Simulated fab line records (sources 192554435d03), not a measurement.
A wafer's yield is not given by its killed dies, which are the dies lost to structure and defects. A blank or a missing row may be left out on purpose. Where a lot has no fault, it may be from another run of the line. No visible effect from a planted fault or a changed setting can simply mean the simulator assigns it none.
Chamber matching + flow n5Finfet + 3 sister chambers for N5_BEOL_M2_DEP_57 on pecvd-02
The step deposits SiCN from 3MS/NH3, target thk 8 nm, time 14 s. 16 wafers are shown with their chamber, then 8 later ones without.

== WAFERS, EACH WITH ITS CHAMBER ==
| wafer  | chamber | showerheadPlenumPTorr (Torr) | throttleValvePct (%) | chamberPressureTorr (Torr) |
|--------|---------|------------------------------|----------------------|----------------------------|
| L074.4 | 1       | 3.669                        | 10.3                 | 3.005                      |
| L074.5 | 2       | 3.653                        | 9.1                  | 3.006                      |
| L074.6 | 0       | 3.643                        | 9.7                  | 2.993                      |
| L077.1 | 0       | 3.639                        | 9.7                  | 2.997                      |
| L077.2 | 1       | 3.669                        | 10.3                 | 2.998                      |
| L077.5 | 2       | 3.646                        | 9.4                  | 3.009                      |
| L078.1 | 2       | 3.660                        | 9.1                  | 2.998                      |
| L078.3 | 1       | 3.676                        | 10.0                 | 2.999                      |
| L078.5 | 2       | 3.645                        | 8.9                  | 2.996                      |
| L083.3 | 2       | 3.642                        | 9.3                  | 2.999                      |
| L083.4 | 2       | 3.658                        | 9.0                  | 2.999                      |
| L083.5 | 0       | 3.640                        | 9.5                  | 2.991                      |
| L084.4 | 2       | 3.657                        | 9.0                  | 3.015                      |
| L084.5 | 0       | 3.639                        | 9.6                  | 2.993                      |
| L084.6 | 1       | 3.675                        | 10.1                 | 3.006                      |
| L085.2 | 2       | 3.647                        | 8.9                  | 2.999                      |

SIGNATURES (averages over the wafers above)
| reading               | chamber 0 | chamber 1 | chamber 2 | scatter within a chamber |
|-----------------------|-----------|-----------|-----------|--------------------------|
| showerheadPlenumPTorr | 3.64025   | 3.67225   | 3.65100   | 0.00542                  |
| throttleValvePct      | 9.625     | 10.175    | 9.088     | 0.158                    |
| chamberPressureTorr   | 2.99350   | 3.00200   | 3.00263   | 0.0054                   |
Rule: distance of a wafer from a chamber = root of the sum over the readings of ((wafer's reading minus chamber's mean) / reading's scatter) squared. The wafer belongs to the nearest chamber; if the next one is less than 2 further off, it can't be placed. The scatter: the root of (the sum of the squares of (reading less its chamber's mean) over the shown wafers, divided by (wafers less chambers)).

== WAFERS WITHOUT THEIR CHAMBER ==
| wafer  | showerheadPlenumPTorr (Torr) | throttleValvePct (%) | chamberPressureTorr (Torr) |
|--------|------------------------------|----------------------|----------------------------|
| L085.4 | 3.683                        | 10.1                 | 2.992                      |
| L085.5 | 3.647                        | 9.9                  | 3.006                      |
| L088.1 | 3.657                        | 9.2                  | 2.998                      |
| L088.4 | 3.653                        | 9.1                  | 3.004                      |
| L088.5 | 3.649                        | 9.0                  | 3.004                      |
| L092.1 | 3.650                        | 9.6                  | 2.998                      |
| L092.2 | 3.643                        | 9.6                  | 2.998                      |
| L092.3 | 3.673                        | 9.9                  | 3.000                      |

== WHICH CHAMBER EACH ONE RAN IN ==
| wafer  | from the rows above     | in truth |
|--------|-------------------------|----------|
| L085.4 | 1                       | 1        |
| L085.5 | can't be placed: 0 or 1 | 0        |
| L088.1 | 2                       | 2        |
| L088.4 | 2                       | 2        |
| L088.5 | 2                       | 2        |
| L092.1 | can't be placed: 0 or 2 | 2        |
| L092.2 | 0                       | 0        |
| L092.3 | 1                       | 1        |
6 of 8 placed correctly. These rows do not allow placing 2 (true chamber among the candidates in 2). Number placed wrongly: 0.
